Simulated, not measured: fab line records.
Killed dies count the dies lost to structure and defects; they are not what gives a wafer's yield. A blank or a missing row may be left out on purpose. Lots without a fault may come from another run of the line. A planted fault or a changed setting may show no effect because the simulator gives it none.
fab line records	flow nand_harc
[record] lots = 6	wafers = 18	last_day = 24
route steps=1159 shown P_BONDPAD@368 END@1159
lots with no fault: from the same line, run without faults
start_h: hours from the record's first day to the start of the lot's first wafer shown	wait_h: hours since the lot's step before	" the same as in the row above	L1.1+2: one row covering several wafers at once	- no value, or no start was given	* or withheld: withheld	< > ~ a bound
route shown NAME@n: names a module that has steps shown in the file, with the first one's number in the route	usual: mean/standard deviation taken from wafers without a fault	same: alike in all rows	chamber/n: place in a boat	sites: each site's reading	_std_site: the values' standard deviation	_edge_site: the outer-site mean with the inner-site mean subtracted	radius_mm: how far each site lies from the wafer's centre	mask NAME#n: copy n	behind: the most recent tool/chamber to have shaped the wafer	hold: what put the lot on hold/how long, in hours/how the hold closed	device: the n, p or np transistor that did not switch	end of line: the same wafers' tests at the end of the route	where a step has no rows: the recipe by itself	killed: at the first sort, the dies lost to defects and structure; wafer yield is something else	map: per-die view of a wafer (x killed, . not killed, _ where there is no die)
set.NAME: the setting that was run; set.NAME@STEP: the one run at that earlier step	model.NAME: the simulator's own value behind a step, which no gauge read
certain route steps with their lots: each step a table, each wafer a row
services: the hour from which a tool's chamber was out of use, counted from the record's first day as start_h (under 0 if before that day), plus the number of hours and why
[[steps]]
[step NHARC_P_BONDPAD_ETCH_37]
[recipe] target_depth_a = 600	overetch_a = 180	time_s = 65.91	ion_energy_ev = 200	n2_flow_sccm = 150	h2_flow_sccm = 150	ar_flow_sccm = 0	rf_w = 400	bias_w = 150	chemistry = N2/H2
[usual] drypump_motor_current_A = 5.3/0.5	oes_product_au = 1.002/0.007	rf_vpp_V = 429.4/2.8	showerhead_plenum_p_Torr = 2.00/0.1	throttle_valve_pct = 14.171/0.0085
lot.wafer	tool	chamber	start_h	wait_h	drypump_motor_current_A	oes_product_au	rf_hours_counter_h	rf_vpp_V	showerhead_plenum_p_Torr	throttle_valve_pct
L940.4	rie_diel-03	2	124.20	0.1	5.8	1.002	7	426.8	1.90	14.174
L940.2	"	0	"	"	4.9	1.005	7	431.1	2.11	14.159
L940.3	"	1	"	"	4.7	0.993	7	430.2	2.05	14.183
L945.4	rie_diel-03	3	158.34	0.1	5.6	0.995	11	427.9	1.90	14.185
L945.6	"	2	"	"	5.8	1.006	-	425.7	1.89	14.158
L945.5	"	3	"	"	5.6	0.993	-	426.4	1.90	14.179
L947.3	rie_diel-03	1	179.26	0.1	4.6	0.995	13	430.8	2.05	14.178
L947.2	"	2	"	"	5.8	1.006	13	426.8	1.89	14.170
L947.4	"	3	"	"	5.6	1.002	13	425.6	1.90	14.178
L951.1	rie_diel-03	1	204.33	0.1	4.6	0.996	15	430.1	2.05	14.179
L951.3	"	3	"	"	5.6	1.001	15	427.6	1.90	14.173
L951.5	"	2	"	"	5.8	1.002	-	426.9	1.89	14.172
L958.2	rie_diel-03	1	249.08	0.1	4.6	1.018	3	430.6	2.05	14.160
L958.3	"	2	"	"	5.8	1.014	3	426.3	1.89	14.160
L958.4	"	0	"	"	4.8	1.014	3	432.9	2.11	14.181
L960.4	rie_diel-03	2	252.19	0.1	5.8	0.994	3	427.1	1.89	14.162
L960.1	"	3	"	"	5.5	1.003	3	426.4	1.90	14.182
L960.5	"	3	"	"	5.6	0.993	-	425.7	1.90	14.186
[step NHARC_P_BONDPAD_ETCH_12]
[recipe] target_depth_a = 2000	time_s = 100	chf3_flow_sccm = 50	o2_flow_sccm = 10	ar_flow_sccm = 200	rf_w = 500	bias_w = 200	chemistry = CHF3/O2
[step NHARC_P_BONDPAD_CD_MEAS_13]
[usual] cd_nm = 499.4/1.5
lot.wafer	tool	chamber	start_h	wait_h	cd_nm
L940.2	cd_sem-01	-	124.43	-	495.5
L940.3	"	-	"	"	497.4
L940.4	"	-	"	"	496.6
L945.4	cd_sem-01	-	158.57	-	498.5
L945.5	"	-	"	"	500.3
L945.6	"	-	"	"	499.8
L947.2	cd_sem-02	-	179.49	-	498.6
L947.3	"	-	"	"	498.1
L947.4	"	-	"	"	497.8
L951.1	cd_sem-03	-	204.55	-	501.6
L951.3	"	-	"	"	501.7
L951.5	"	-	"	"	499.8
L958.2	cd_sem-02	-	249.31	-	501.2
L958.3	"	-	"	"	498.8
L958.4	"	-	"	"	500.8
L960.1	cd_sem-01	-	252.42	-	499.6
L960.4	"	-	"	"	500.6
L960.5	"	-	"	"	500.7
[step NHARC_P_BONDPAD_STRIP_15]
[recipe] o2_flow_sccm = 500	ar_flow_sccm = 0	bias_w = 0	chemistry = O2
[step NHARC_P_BONDPAD_ETCH_24]
[recipe] target_depth_a = 300	over_etch_frac = 0.3	time_s = 72.99	ion_energy_ev = 150	cf4_flow_sccm = 50	n2_flow_sccm = 100	ar_flow_sccm = 150	rf_w = 300	bias_w = 100	chemistry = CF4/N2
[step NHARC_P_BONDPAD_STRIP_16]
[recipe] time_s = 600	temp_c = 30	chemistry = post_etch_residue_remover
[step NHARC_P_BONDPAD_DEGAS_25]
[recipe] temp_c = 300	time_s = 60
[usual] heater_power_w = 457/48
lot.wafer	tool	chamber	start_h	wait_h	heater_power_w
L940.3	pvd_sputter-03	-	125.05	-	444
L940.2	"	-	"	"	522
L940.4	"	-	"	"	413
L945.4	pvd_sputter-03	-	159.19	-	508
L945.5	"	-	"	"	455
L945.6	"	-	"	"	510
L947.4	pvd_sputter-03	-	180.11	-	452
L947.3	"	-	"	"	505
L947.2	"	-	"	"	416
L951.3	pvd_sputter-03	-	205.18	-	501
L951.1	"	-	"	"	443
L951.5	"	-	"	"	515
L958.3	pvd_sputter-03	-	249.93	-	397
L958.4	"	-	"	"	453
L958.2	"	-	"	"	522
L960.1	pvd_sputter-01	-	253.07	-	473
L960.4	"	-	"	"	393
L960.5	"	-	"	"	414
[step NHARC_P_BONDPAD_PRE_CLEAN_26]
[recipe] time_s = 30	temp_c = 280	gas = H2/He
[usual] heater_power_w = 402/41
lot.wafer	tool	chamber	start_h	wait_h	heater_power_w
L940.3	pvd_sputter-03	-	-	-	444
L940.2	"	-	"	"	353
L940.4	"	-	"	"	360
L945.4	pvd_sputter-03	-	-	-	350
L945.6	"	-	"	"	364
L945.5	"	-	"	"	365
L947.4	pvd_sputter-03	-	-	-	397
L947.2	"	-	"	"	447
L947.3	"	-	"	"	363
L951.1	pvd_sputter-03	-	-	-	445
L951.3	"	-	"	"	364
L951.5	"	-	"	"	446
L958.3	pvd_sputter-03	-	-	-	360
L958.2	"	-	"	"	458
L958.4	"	-	"	"	348
L960.4	pvd_sputter-01	-	-	-	394
L960.1	"	-	"	"	348
L960.5	"	-	"	"	368
[step NHARC_P_BONDPAD_PVD_17]
[recipe] target_thk_a = 50	bias_v = 168.6	power_w = 15000	chamber_pressure_pa = 0.12	time_s = 8.06	substrate_temp_c = 50	material = TaN
[step NHARC_P_BONDPAD_PVD_27]
[recipe] target_thk_a = 300	chamber_pressure_pa = 5	power_w = 5000	substrate_temp_c = 30	time_s = 20.49	material = Cu
[step NHARC_P_BONDPAD_ECD_18]
[recipe] target_thk_a = 4000	bath_temp_c = 25	material = Cu
[step NHARC_P_BONDPAD_ANNEAL_28]
[recipe] temp_c = 225	time_s = 90
[usual] wafer_temp_C_max = 226.6/0.39
lot.wafer	tool	chamber	start_h	wait_h	wafer_temp_C_max
L940.2	rtp_anneal-02	0	125.95	-	226.8
L940.3	"	0	"	"	226.6
L940.4	"	0	"	"	226.3
L945.4	rtp_anneal-02	0	160.08	-	227.0
L945.5	"	0	"	"	226.5
L945.6	"	0	"	"	227.1
L947.2	rtp_anneal-01	0	180.91	0.3	226.2
L947.3	"	0	"	"	226.3
L947.4	"	0	"	"	227.1
L951.1	rtp_anneal-02	0	205.95	-	226.5
L951.3	"	0	"	"	227.7
L951.5	"	0	"	"	227.3
L958.2	rtp_anneal-01	0	250.98	0.3	226.3
L958.3	"	0	"	"	226.4
L958.4	"	0	"	"	225.7
L960.1	rtp_anneal-02	0	253.80	0.3	226.6
L960.4	"	0	"	"	226.8
L960.5	"	0	"	"	227.0
[step NHARC_P_BONDPAD_CMP_19]
[recipe] t_overpolish_s = 30	cu_recess_touch_s = 16	target_thk_nm = 160.81
[usual] motor_current_A = 11.9/1.2	overpolish_run_s = 30.000/0.0096
lot.wafer	tool	chamber	start_h	wait_h	motor_current_A	overpolish_run_s
L940.2	cmp-02	1	126.27	-	11.8	30.011
L940.4	"	2	"	"	12.5	29.997
L940.3	"	3	"	"	10.8	29.982
L945.4	cmp-03	1	160.27	-	12.7	29.990
L945.5	"	1	"	"	13.0	30.006
L945.6	"	2	"	"	13.5	29.979
L947.4	cmp-03	3	181.20	-	12.7	30.008
L947.2	"	1	"	"	12.8	29.997
L947.3	"	2	"	"	12.6	29.984
L951.1	cmp-03	1	206.30	-	12.2	29.983
L951.3	"	2	"	"	12.9	29.990
L951.5	"	1	"	"	12.5	30.006
L958.2	cmp-04	1	251.27	-	10.5	30.001
L958.4	"	2	"	"	11.2	30.003
L958.3	"	3	"	"	11.3	29.988
L960.4	cmp-02	1	254.15	-	11.4	30.015
L960.1	"	0	"	"	12.5	30.013
L960.5	"	1	"	"	11.6	30.000
[step NHARC_P_BONDPAD_THK_MEAS_20]
[recipe] thk_meas_gauge = xrf
[usual] thk_nm = 160.4/1.2
lot.wafer	tool	chamber	start_h	wait_h	thk_nm
L940.2	film_metro-02	-	126.57	-	161.3
L940.3	"	-	"	"	159.7
L940.4	"	-	"	"	161.1
L945.4	film_metro-02	-	160.59	-	159.4
L945.5	"	-	"	"	158.6
L945.6	"	-	"	"	159.5
L947.2	film_metro-02	-	181.52	-	159.9
L947.3	"	-	"	"	159.8
L947.4	"	-	"	"	161.5
L951.1	film_metro-02	-	206.62	-	158.2
L951.3	"	-	"	"	159.0
L951.5	"	-	"	"	158.5
L958.2	film_metro-01	-	251.59	-	160.6
L958.3	"	-	"	"	161.8
L958.4	"	-	"	"	158.1
L960.1	film_metro-02	-	254.47	-	159.8
L960.4	"	-	"	"	160.1
L960.5	"	-	"	"	160.3
[step NHARC_P_BONDPAD_SRD_21]
[recipe] time_s = 30	temp_c = 23	dry_time_s = 20	spin_rpm = 1500
[step NHARC_P_BONDPAD_INSPECT_23]
[usual] raw_defect_count = 342/110
lot.wafer	tool	chamber	start_h	wait_h	hold	raw_defect_count
L940.2	defect_inspect-02	-	126.79	0.0	-	307
L940.3	"	-	"	"	-	515
L940.4	"	-	"	"	-	329
L945.4	defect_inspect-02	-	160.82	0.0	-	281
L945.5	"	-	"	"	-	441
L945.6	"	-	"	"	-	428
L947.2	defect_inspect-01	-	181.72	0.0	await_dispo/0.2h/release	625
L947.3	"	-	"	"	await_dispo/0.2h/release	576
L947.4	"	-	"	"	await_dispo/0.2h/release	762
L947.2	defect_inspect-01	-	181.90	0.2	-	647
L947.3	"	-	"	"	-	585
L947.4	"	-	"	"	-	778
L951.1	defect_inspect-01	-	206.83	0.0	await_dispo/0.2h/release	926
L951.3	"	-	"	"	await_dispo/0.2h/release	825
L951.5	"	-	"	"	await_dispo/0.2h/release	870
L951.1	defect_inspect-01	-	207.00	0.2	-	921
L951.3	"	-	"	"	-	835
L951.5	"	-	"	"	-	885
L958.2	defect_inspect-01	-	251.82	0.0	-	398
L958.3	"	-	"	"	-	248
L958.4	"	-	"	"	-	270
L960.1	defect_inspect-02	-	254.70	0.0	-	324
L960.4	"	-	"	"	-	280
L960.5	"	-	"	"	-	271
[step NHARC_P_BONDPAD_ACTIVATE_29]
[recipe] time_s = 60	n2_flow_sccm = 200	ar_flow_sccm = 0	bias_power_w = 0	chemistry = N2
[usual] drypump_motor_current_A = 5.3/0.48	oes_product_au = 1.002/0.0072	rf_vpp_V = 63.9/0.93	showerhead_plenum_p_Torr = 1.74/0.082
lot.wafer	tool	chamber	start_h	wait_h	hold	drypump_motor_current_A	oes_product_au	rf_hours_counter_h	rf_vpp_V	showerhead_plenum_p_Torr
L940.2	rie_diel-03	3	126.87	0.1	-	5.6	1.004	8	63.9	1.65
L940.3	"	0	"	"	-	4.8	0.998	8	64.3	1.83
L940.4	"	1	"	"	-	4.7	0.999	7	63.5	1.78
L945.4	rie_diel-08	1	160.89	0.1	-	5.2	0.994	7	64.8	1.83
L945.5	"	0	"	"	-	6.0	1.008	-	64.8	1.86
L945.6	"	1	"	"	-	5.2	1.002	-	62.8	1.83
L947.4	rie_diel-03	1	182.98	1.1	await_dispo/1.0h/release	4.7	1.001	13	63.9	1.78
L947.3	"	3	"	"	await_dispo/1.0h/release	5.6	0.997	13	63.5	1.65
L947.2	"	0	"	"	await_dispo/1.0h/release	4.9	0.997	14	63.1	1.83
L951.1	rie_diel-03	2	208.50	1.5	await_dispo/1.4h/release	5.8	1.003	15	62.6	1.64
L951.3	"	3	"	"	await_dispo/1.4h/release	5.5	1.002	15	61.9	1.65
L951.5	"	1	"	"	await_dispo/1.4h/release	4.6	1.011	-	63.0	1.78
L958.2	rie_diel-03	0	251.89	0.1	-	4.8	0.999	3	64.5	1.83
L958.3	"	1	"	"	-	4.6	1.001	4	63.6	1.77
L958.4	"	2	"	"	-	5.8	1.005	3	63.7	1.64
L960.1	rie_diel-03	2	254.77	0.1	-	5.8	1.001	4	64.3	1.64
L960.4	"	3	"	"	-	5.5	1.002	3	62.0	1.64
L960.5	"	2	"	"	-	5.8	0.997	-	62.8	1.64
[step NHARC_END_SORT_01]
[recipe] temp_c = 25
[usual] defect_limited_yield = 94.9/1.7	killed_at_array = 31/12	killed_at_other = 0.6/0.85	killed_at_periphery = 3.0/2.3	killed_dies = 35/12	killed_open = 3.2/1.9	killed_short = 1.8/1.4	sort_bin_2_pct = 1.6/0.7	sort_bin_3_pct = 0.28/0.22	sort_bin_4_pct = 3.3/1.2	sort_n_pass = 642/12	sort_rim_yield_pct = 97.7/1.5	sort_yield_pct = 94.9/1.7
[same] gross_dies = 677	sort_bin_5_pct[%] = 0	sort_bin_6_pct[%] = 0	sort_bin_7_pct[%] = 0	sort_bin_8_pct[%] = 0	sort_rim_n_gross = 106.00
lot.wafer	tool	chamber	start_h	wait_h	defect_limited_yield[%]	killed_at_array	killed_at_other	killed_at_periphery	killed_dies	killed_open	killed_short	sort_bin_2_pct[%]	sort_bin_3_pct[%]	sort_bin_4_pct[%]	sort_n_pass	sort_rim_yield_pct[%]	sort_yield_pct[%]
L940.2	prober-01	0	438.46	2.8	96.3	22	1	2	25	4	3	0.9	0	2.8	652	97.2	96.3
L940.3	prober-01	0	439.27	3.1	96.2	19	2	5	26	6	5	1.3	0	2.5	651	98.1	96.2
L940.4	prober-01	0	440.09	3.4	95.9	26	0	2	28	0	1	1.5	0.15	2.5	649	96.2	95.9
L945.4	prober-01	0	448.00	3.4	97.6	13	1	2	16	5	2	0.4	0.15	1.8	661	95.3	97.6
L945.5	prober-01	0	448.80	3.7	97.5	12	1	4	17	4	1	0.9	0	1.6	660	98.1	97.5
L945.6	prober-01	0	449.60	4.0	97.5	15	0	2	17	3	1	0.6	0	1.9	660	98.1	97.5
L947.2	prober-01	0	506.48	4.6	51.6	29	2	297	328	1	1	13.7	2.95	31.8	349	55.7	51.6
L947.3	prober-01	0	507.28	4.9	49.9	29	1	309	339	3	1	16.5	3.25	30.3	338	50.9	49.9
L947.4	prober-01	0	508.09	5.2	48.2	28	0	323	351	2	0	17.7	3.84	30.3	326	46.2	48.2
L951.1	prober-02	0	516.92	2.5	46.7	36	0	325	361	7	2	16.7	4.14	32.5	316	45.3	46.7
L951.3	prober-02	0	518.52	3.1	48.4	27	0	322	349	2	0	20.7	3.25	27.6	328	49.1	48.4
L951.5	prober-02	0	520.12	3.7	46.7	31	0	330	361	1	4	18.9	2.81	31.6	316	42.5	46.7
L960.1	prober-01	0	551.55	2.5	92.6	48	0	2	50	5	4	2.4	0	5.0	627	96.2	92.6
L960.4	prober-01	0	553.94	3.4	93.4	37	0	8	45	4	0	1.8	0.15	4.7	632	97.2	93.4
L960.5	prober-01	0	554.74	3.7	93.4	41	0	4	45	4	1	3.1	0.15	3.4	632	95.3	93.4
L958.2	prober-02	0	565.72	2.8	93.8	38	0	4	42	2	6	1.9	0.44	3.8	635	99.1	93.8
L958.3	prober-02	0	566.51	3.1	94.1	32	0	8	40	3	1	2.1	0.30	3.5	637	98.1	94.1
L958.4	prober-02	0	567.31	3.4	93.8	39	1	2	42	3	4	2.5	0.30	3.4	635	96.2	93.8
// killed by level:class
L940.2 A_SLIT:chamber_film_flake=10 P_GATE:geometric_particle:open=2 A_CHANNEL_HOLE_D1:chamber_film_flake=2 A_STAIRCASE:chamber_film_flake=2 A_BLC:chamber_film_flake=2 A_CHANNEL_FILL_D1:geometric_particle:short=1 A_WL_FILL:geometric_particle:short=1 A_WL_FILL:geometric_particle:open=1
L940.3 A_SLIT:chamber_film_flake=9 A_M0:geometric_particle:open=3 P_ZERO_WELL:geometric_particle:short=1 P_GATE:geometric_particle:short=1 P_M0:geometric_particle:open=1 A_STAIRCASE:geometric_particle:short=1 A_WL_FILL:geometric_particle:open=1 A_WL_FILL:geometric_particle:short=1
L940.4 A_SLIT:chamber_film_flake=15 A_BLC:chamber_film_flake=7 A_WL_FILL:geometric_particle:short=1 P_STI:chamber_film_flake=1 P_GATE:chamber_film_flake=1 A_STAIRCASE:chamber_film_flake=1 A_WL_FILL:chamber_film_flake=1 A_CONTACT:chamber_film_flake=1
L945.4 A_CONTACT:chamber_film_flake=3 A_CONTACT:geometric_particle:short=2 A_CHANNEL_HOLE_D1:chamber_film_flake=2 P_M0:geometric_particle:open=1 A_CONTACT:geometric_particle:open=1 A_BLC:geometric_particle:open=1 A_M0:geometric_particle:open=1 A_M1:geometric_particle:open=1
L945.5 A_CHANNEL_HOLE_D1:chamber_film_flake=6 P_M1:chamber_film_flake=3 A_M0:geometric_particle:open=2 P_M1:geometric_particle:open=1 A_ONON_D1:geometric_particle:open=1 STARTING-WAFER:geometric_particle:short=1 A_ZERO_WELL:chamber_film_flake=1 A_CHANNEL_FILL_D1:chamber_film_flake=1
L945.6 A_CONTACT:chamber_film_flake=4 A_CHANNEL_HOLE_D1:chamber_film_flake=3 A_STAIRCASE:chamber_film_flake=3 P_M1:geometric_particle:open=1 A_SOURCE_PLATE:geometric_particle:short=1 A_CHANNEL_FILL_D1:geometric_particle:open=1 A_SGD_CUT:geometric_particle:open=1 P_ZERO_WELL:chamber_film_flake=1
L947.2 P_BONDPAD:unspecified=297 A_SLIT:chamber_film_flake=9 A_STAIRCASE:chamber_film_flake=8 A_CONTACT:chamber_film_flake=6 A_WL_FILL:chamber_film_flake=3 A_ONON_D1:geometric_particle:open=1 THIN_TSV:geometric_particle:short=1 THIN_TSV:chamber_film_flake=1
L947.3 P_BONDPAD:unspecified=306 A_STAIRCASE:chamber_film_flake=12 A_SLIT:chamber_film_flake=5 A_CONTACT:chamber_film_flake=5 A_WL_FILL:chamber_film_flake=2 P_M1:geometric_particle:short=1 A_CHANNEL_FILL_D1:geometric_particle:open=1 A_SGD_CUT:geometric_particle:open=1
L947.4 P_BONDPAD:unspecified=322 A_CONTACT:chamber_film_flake=8 A_SLIT:chamber_film_flake=8 A_STAIRCASE:chamber_film_flake=7 A_CHANNEL_HOLE_D1:chamber_film_flake=3 P_STI:geometric_particle:open=1 A_SGD_CUT:geometric_particle:open=1 A_ZERO_WELL:chamber_film_flake=1
L951.1 P_BONDPAD:unspecified=324 A_CHANNEL_HOLE_D1:chamber_film_flake=13 A_SLIT:chamber_film_flake=13 A_CONTACT:geometric_particle:open=2 P_STI:geometric_particle:open=1 A_CHANNEL_HOLE_D1:geometric_particle:open=1 A_CHANNEL_FILL_D1:geometric_particle:open=1 A_WL_FILL:geometric_particle:short=1
L951.3 P_BONDPAD:unspecified=320 A_CHANNEL_HOLE_D1:chamber_film_flake=10 A_SLIT:chamber_film_flake=8 A_CONTACT:chamber_film_flake=4 A_SGD_CUT:chamber_film_flake=2 P_M1:geometric_particle:open=1 A_WL_FILL:geometric_particle:open=1 P_GATE:chamber_film_flake=1
L951.5 P_BONDPAD:unspecified=329 A_CHANNEL_HOLE_D1:chamber_film_flake=11 A_SLIT:chamber_film_flake=10 A_CHANNEL_FILL_D1:geometric_particle:short=2 A_SGD_CUT:chamber_film_flake=2 A_ONON_D1:geometric_particle:open=1 A_CONTACT:geometric_particle:short=1 A_M0:geometric_particle:short=1
L960.1 A_SLIT:chamber_film_flake=22 A_CHANNEL_HOLE_D1:chamber_film_flake=10 A_CONTACT:chamber_film_flake=7 A_WL_FILL:geometric_particle:open=2 A_CONTACT:geometric_particle:open=2 A_BLC:geometric_particle:short=2 P_STI:chamber_film_flake=2 A_SGD_CUT:geometric_particle:short=1
L960.4 A_SLIT:chamber_film_flake=18 A_CHANNEL_HOLE_D1:chamber_film_flake=12 P_M0:chamber_film_flake=3 A_CONTACT:chamber_film_flake=3 P_STI:chamber_film_flake=2 P_CONTACT:geometric_particle:open=1 P_M0:geometric_particle:open=1 A_CONTACT:geometric_particle:open=1
L960.5 A_SLIT:chamber_film_flake=17 A_CHANNEL_HOLE_D1:chamber_film_flake=11 A_CONTACT:chamber_film_flake=7 P_STI:chamber_film_flake=2 A_CHANNEL_FILL_D1:geometric_particle:open=1 A_WL_FILL:geometric_particle:short=1 A_CONTACT:geometric_particle:open=1 A_BLC:geometric_particle:open=1
L958.2 A_CHANNEL_HOLE_D1:chamber_film_flake=24 A_WL_FILL:geometric_particle:short=4 P_CONTACT:chamber_film_flake=4 A_CONTACT:geometric_particle:short=2 A_SLIT:chamber_film_flake=2 A_CONTACT:chamber_film_flake=2 A_CHANNEL_HOLE_D1:geometric_particle:open=1 A_WL_FILL:geometric_particle:open=1
L958.3 A_CHANNEL_HOLE_D1:chamber_film_flake=24 A_CONTACT:chamber_film_flake=4 P_CONTACT:chamber_film_flake=3 P_ZERO_WELL:chamber_film_flake=2 P_CONTACT:geometric_particle:short=1 P_M1:geometric_particle:open=1 A_CHANNEL_HOLE_D1:geometric_particle:open=1 A_WL_FILL:geometric_particle:open=1
L958.4 A_CHANNEL_HOLE_D1:chamber_film_flake=25 A_CONTACT:chamber_film_flake=4 A_STAIRCASE:chamber_film_flake=2 P_M1:geometric_particle:short=1 A_ONON_D1:geometric_particle:short=1 A_CHANNEL_HOLE_D1:geometric_particle:open=1 A_CHANNEL_FILL_D1:geometric_particle:short=1 A_WL_FILL:geometric_particle:open=1
// map L947.4 (x killed, . not)
____________x____________
_________..x..xx_________
_______.xx..xxx.xx_______
______.xxx.xxx..x..______
_____...xx..xxx.xxxx_____
____x...x.x.xxx..xx.x____
____x...x..x.....xx..____
___....xx...xx.x.xxx.x___
___x.xxx.xx.x.x.x....x___
__x.xx.xx.....x...xx.xx__
__x...xxxx...x...xx....__
_xxx...x..x....x.xx....x_
_...x.xxxx.x.xx.xx.x..xx_
_x..xxxx...xx...x.x.xx.x_
_.xxxxxx.x.xxxx.xxxxx.xx_
_xx......x.x.x.xxx....x._
x....x..x..x....x..xx..xx
..x.x.x.x.xx...x.x.xx..x.
xx..xxx..xxx....xxxx....x
.xxxxxxxxx.xx.xxx.x...xxx
.x.xx..x.xxx.x.xxx.x..xxx
_.xxxx..xxx....x.xx.xx.._
_.xxxxxxxxxxxxxx..x.x..._
_..xxxx..xx..x....xx...x_
_xx.x..x..xx.x..xx..xxx._
_xx..xx..x.xxxxx.......x_
__.xxxxxxxxx.xx....x..x__
__xxxx.xx.x...xxx..x..x__
___.x.xxxx.x..xx.xx...___
___xxx.x.xxx....x..x..___
____xx.xxx.x....xxxx.____
____.x.x...xx..x.x...____
_____xxx...x...x.x.._____
______..xx..x.x..xx______
_______xx.xxxxxxxx_______
_________....xx._________
____________x____________
// map L951.1 (x killed, . not)
____________x____________
_________xx...xx_________
_______x......xx.x_______
______..xx.x.x.xxxx______
_____.xxxxxx.x.xx.x._____
____x.x.x.xxxxxxx.xx.____
____xxx.x.x.x.xx.x...____
___x.xx..x...x..xx.xx.___
___.xxxx....x.xxx.xx.x___
__....xx.x.x.x.x..x.xxx__
__..xx.xx...xxx.xx.xxx.__
_x.......xx.xxxx....xxxx_
_......x......x.x.x..xx._
_.x..xx.xxxxx.xx.xxxxx.x_
_x..x.x....x..xx...x.x.._
_x..xx.xx...x.x..x.xx..._
xxx.xx..xxx.x.xxxx.x...x.
.xxxx.x...xx.xxx.x....x.x
x.xx..xxx....x..xx.x.xx..
xxxx.xxxx.xx......x.x.x.x
x..x.xxx..xx.xxxx.xxx.xx.
_x.x.xxxxx.x.x.x..xx...x_
_xxxxx....x..xxxxxxxx.x._
_.xx..xx...x...x.x...x.._
_x.x.x..xx..xx....x..xx._
_xx...x..x.x.xx.xx.x..x._
__x.x..xxxxx.xxxxxx.x.x__
__.xxx.x.xxx.xxxxx..x..__
___x.....xxxxx.xxxx.xx___
___x..xx....xxxxxxxx.x___
____x.x...x.xxxx..xxx____
____.xx.xxx..xx....x.____
_____.xxx...x....x.x_____
______..x...x.xxxxx______
_______x...xx.xx.x_______
_________.x.x..x_________
____________x____________
[[services]]
tool	chamber	start_h	hours	kind
pvd_sputter-03	-	102.00	10.0	pm
cmp-04	-	105.01	4.0	pm
cmp-02	-	110.48	0.8	repair
rie_diel-03	0	120.83	-	clean
rie_diel-08	-	125.09	9.0	pm
cmp-02	-	128.50	4.0	pm
cmp-04	-	128.89	0.8	repair
rie_diel-08	1	145.86	2.9	repair
cmp-02	-	149.03	1.2	repair
rie_diel-08	2	152.10	4.1	repair
cmp-03	-	156.07	4.0	pm
pvd_sputter-01	-	158.00	10.0	pm
rie_diel-08	2	166.92	11.7	repair
cmp-04	-	183.22	1.6	repair
rie_diel-08	2	188.28	1.8	repair
cmp-04	-	203.13	4.0	pm
cmp-02	-	209.57	1.7	repair
rie_diel-03	-	215.33	9.0	pm
rie_diel-08	-	219.92	0.8	repair
cmp-02	-	226.50	4.0	pm
rie_diel-03	0	234.57	6.3	repair
cmp-03	-	240.38	0.5	repair
pvd_sputter-03	-	245.39	2.3	repair
cmp-03	-	254.10	4.0	pm
[[key]]
[first_sign] step = NHARC_P_BONDPAD_INSPECT_23	reading = visit	direction = added
[effect] step = NHARC_P_BONDPAD_INSPECT_23	reading = raw_defect_count	direction = up	sigmas = 3.7	usual = 342	struck = 764
[effect] step = NHARC_END_SORT_01	reading = killed_at_periphery	direction = up	sigmas = 99+	usual = 3.0	struck = 317.7
[more_kills_born_at] NHARC_P_BONDPAD_CMP_19@cmp-03 = 1898
met_at NHARC_P_BONDPAD_CMP_19
struck_wafers L947.2,L947.3,L947.4,L951.1,L951.3,L951.5
onset_between 160.27 181.20
[fault] kind = chamber_particle_source	tool = cmp-03	chamber = -	onset_h = 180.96	steps = NHARC_P_BONDPAD_CMP_19	rate_per_visit_cm2 = 0.70171	end_h = 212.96
